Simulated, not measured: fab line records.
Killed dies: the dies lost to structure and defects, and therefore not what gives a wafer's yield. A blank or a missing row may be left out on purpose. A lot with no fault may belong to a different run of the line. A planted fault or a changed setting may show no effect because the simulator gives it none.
Which of the tools did it?    flow nand_harc    24 lots, 72 wafers sampled, at 3 steps of a route of 1302

== WHAT EACH GAUGE READ, for each wafer ==
NHARC_A_ZERO_WELL_INSPECT_17. Usual: raw_defect_count 11, standard deviation 6.7.
lot   measured      on                 raw_defect_count  flag
L074  day 6 23:51   defect_inspect-02  8 16 10           
L076  day 7 11:35   defect_inspect-02  5 10 6            
L075  day 7 12:05   defect_inspect-01  13 16 8           
L077  day 8 01:58   defect_inspect-01  20 31 36          
L078  day 8 16:17   defect_inspect-02  16 22 14          
L079  day 8 21:13   defect_inspect-01  8 6 8             
L081  day 9 13:03   defect_inspect-02  10 14 10          
L080  day 9 14:12   defect_inspect-02  5 13 11           
L082  day 10 10:26  defect_inspect-02  8 13 7            
L083  day 10 12:14  defect_inspect-01  30 12 31          
L084  day 11 03:31  defect_inspect-01  12 7 11           
L085  day 11 07:16  defect_inspect-01  5 7 7             
L086  day 11 18:46  defect_inspect-01  5 6 8             
L088  day 13 01:28  defect_inspect-01  14 6 8            
L087  day 13 02:02  defect_inspect-01  11 9 3            
L089  day 13 10:11  defect_inspect-01  5 8 5             
L090  day 13 15:19  defect_inspect-01  25 14 19          
L091  day 14 03:55  defect_inspect-02  4 15 4            
L092  day 14 08:53  defect_inspect-02  8 2 9             
L093  day 14 18:55  defect_inspect-02  15 12 6           
L094  day 15 07:34  defect_inspect-02  17 17 16          
L095  day 15 17:50  defect_inspect-02  9 9 7             
L096  day 16 02:45  defect_inspect-02  12 13 6           
L097  day 16 09:21  defect_inspect-02  16 9 8            

NHARC_A_CHANNEL_HOLE_D1_OVL_MEAS_11. Usual: overlay_x_nm 0.0 nm, standard deviation 0.53; overlay_y_nm -0.1 nm, standard deviation 0.82.
lot   measured      on          overlay_x_nm (nm)  overlay_y_nm (nm)  flag
L074  day 8 14:24   overlay-02  0.4 0.6 0.1        1.2 0.4 0.7        
L076  day 9 07:21   overlay-01  -0.6 -0.3 -0.2     0.1 1.0 -0.3       
L075  day 9 05:19   overlay-01  1.1 0.8 1.2        -0.2 0.3 0.4       
L077  day 9 18:20   overlay-01  0.4 -0.4 0.0       0.6 0.2 -0.2       
L078  day 10 08:46  overlay-01  0.1 0.3 0.2        -1.3 -1.2 -1.3     
L079  day 10 06:57  overlay-02  0.2 0.3 0.1        0.0 -0.5 -1.0      
L081  day 11 08:47  overlay-02  0.6 0.4 0.8        -2.4 -1.6 -1.4     
L080  day 11 08:38  overlay-01  -0.7 0.2 -1.0      -1.5 -1.9 -1.4     
L082  day 12 02:15  overlay-01  0.6 0.4 0.7        0.2 0.3 -0.1       
L083  day 12 01:05  overlay-01  0.0 0.1 -0.5       0.4 -0.4 0.2       
L084  day 12 18:41  overlay-01  -0.6 0.1 -0.8      -0.1 0.1 0.5       
L085  day 12 23:01  overlay-01  0.5 -0.1 -0.6      -0.7 -0.3 0.2      
L086  day 13 07:16  overlay-02  -0.2 -0.2 0.3      -1.4 -1.5 -1.7     
L088  day 14 17:47  overlay-01  0.1 0.1 0.7        -1.0 -0.9 -0.7     
L087  day 14 16:21  overlay-01  0.4 -0.3 -0.2      0.5 0.5 0.6        
L089  day 14 23:14  overlay-01  0.4 0.0 -0.1       1.1 1.4 0.9        
L090  day 15 06:23  overlay-01  -1.1 -0.3 -0.6     -0.4 -0.3 -0.3     
L091  day 15 17:28  overlay-01  0.4 1.1 0.4        0.4 0.9 0.8        
L092  day 16 03:57  overlay-02  -1.1 -1.1 -0.7     0.1 0.2 0.3        
L093  day 16 09:13  overlay-02  -0.7 -0.8 -0.9     0.5 -0.1 -0.3      
L094  day 17 03:57  overlay-01  -0.4 -0.2 0.3      0.9 1.0 0.6        
L095  day 17 06:34  overlay-01  -0.4 -0.5 -1.0     -0.8 -0.5 -0.6     
L096  day 17 17:18  overlay-01  -0.4 -0.6 -0.4     -0.1 0.0 0.2       
L097  day 17 23:59  overlay-02  0.5 0.4 0.3        0.2 -0.5 0.4       

== WHICH TOOL RAN EACH LOT (tool, then ch and the chambers of the sampled wafers, then the start) ==
lot   NHARC_A_ZERO_WELL_ETCH_13
L074  rie_si-05 ch 0,3, day 6 22:45
L076  rie_si-02 ch 1,3, day 7 10:21
L075  rie_si-05 ch 0,1, day 7 10:59
L077  rie_si-02 ch 0,1,2, day 8 00:52
L078  rie_si-03 ch 1,2, day 8 15:11
L079  rie_si-02 ch 2,3, day 8 20:06
L081  rie_si-03 ch 0,1, day 9 11:56
L080  rie_si-02 ch 0,1,2, day 9 13:06
L082  rie_si-02 ch 0,1,3, day 10 09:22
L083  rie_si-02 ch 1,2,3, day 10 11:07
L084  rie_si-02 ch 1,2, day 11 02:24
L085  rie_si-05 ch 0,3, day 11 06:10
L086  rie_si-02 ch 1,2,3, day 11 17:41
L088  rie_si-02 ch 1,3, day 13 00:22
L087  rie_si-05 ch 0,1,3, day 13 00:57
L089  rie_si-03 ch 1,2,3, day 13 09:05
L090  rie_si-05 ch 1,2,3, day 13 14:13
L091  rie_si-03 ch 1,2, day 14 02:49
L092  rie_si-03 ch 0,2, day 14 07:48
L093  rie_si-02 ch 0,1, day 14 17:49
L094  rie_si-02 ch 0,1,2, day 15 06:31
L095  rie_si-05 ch 0,2,3, day 15 16:45
L096  rie_si-02 ch 2,3, day 16 01:38
L097  rie_si-02 ch 0,2,3, day 16 08:16
- NHARC_A_ZERO_WELL_ETCH_13: etches the open film in HBr/Cl2, target depth 120 nm, time 40.1 s.

== AS READ BY THE TOOLS THEMSELVES (means over the sampled wafers that have a number; for cases with no such wafer, the mark the record gives instead) ==
NHARC_A_ZERO_WELL_ETCH_13. Usual: drypump_motor_current_A 5.9 A, standard deviation 0.66; oes_product_au 1.000 a.u., standard deviation 0.0089; throttle_valve_pct 26.405 %, standard deviation 0.01.
lot   tool       drypump_motor_current_A (A)  oes_product_au (a.u.)  throttle_valve_pct (%)  flag
L074  rie_si-05  6.1                          1.000                  26.408                  
L076  rie_si-02  5.5                          1.008                  26.405                  
L075  rie_si-05  5.6                          0.989                  26.422                  
L077  rie_si-02  5.7                          1.003                  26.405                  
L078  rie_si-03  5.6                          1.003                  26.403                  
L079  rie_si-02  6.7                          1.004                  26.394                  
L081  rie_si-03  5.7                          1.002                  26.397                  
L080  rie_si-02  5.7                          1.002                  26.404                  
L082  rie_si-02  5.7                          1.003                  26.403                  
L083  rie_si-02  6.1                          0.998                  26.416                  
L084  rie_si-02  5.5                          1.004                  26.402                  
L085  rie_si-05  6.1                          0.998                  26.407                  
L086  rie_si-02  6.1                          0.991                  26.417                  
L088  rie_si-02  5.5                          0.998                  26.402                  
L087  rie_si-05  5.9                          0.993                  26.403                  
L089  rie_si-03  5.4                          1.006                  26.399                  
L090  rie_si-05  6.1                          0.995                  26.409                  
L091  rie_si-03  5.4                          1.004                  26.407                  
L092  rie_si-03  6.1                          1.000                  26.404                  
L093  rie_si-02  5.3                          1.008                  26.406                  
L094  rie_si-02  5.7                          1.005                  26.414                  
L095  rie_si-05  6.3                          1.000                  26.397                  
L096  rie_si-02  6.7                          0.987                  26.405                  
L097  rie_si-02  6.3                          1.003                  26.404                  

== THE ANSWER, worked out from the rows above alone ==
Rule: lot off if the mean of its wafers having a number is beyond 3 standard deviations from the usual mean. A lot without any number at a reading at which 4 lots or more have one is off too. All remaining lots with rows at the step are treated as sound. After the gauges, taken in route order, come the tools' own readings; for these a lot's mean is taken, as printed above. The first step at which some lot is off is used, and at that step the reading that is off furthest; a lot without a number counts as furthest.
Nothing can be told from this: no lot is off at any reading shown.

== WHAT HAD BEEN PUT IN BY THE SIMULATOR ==
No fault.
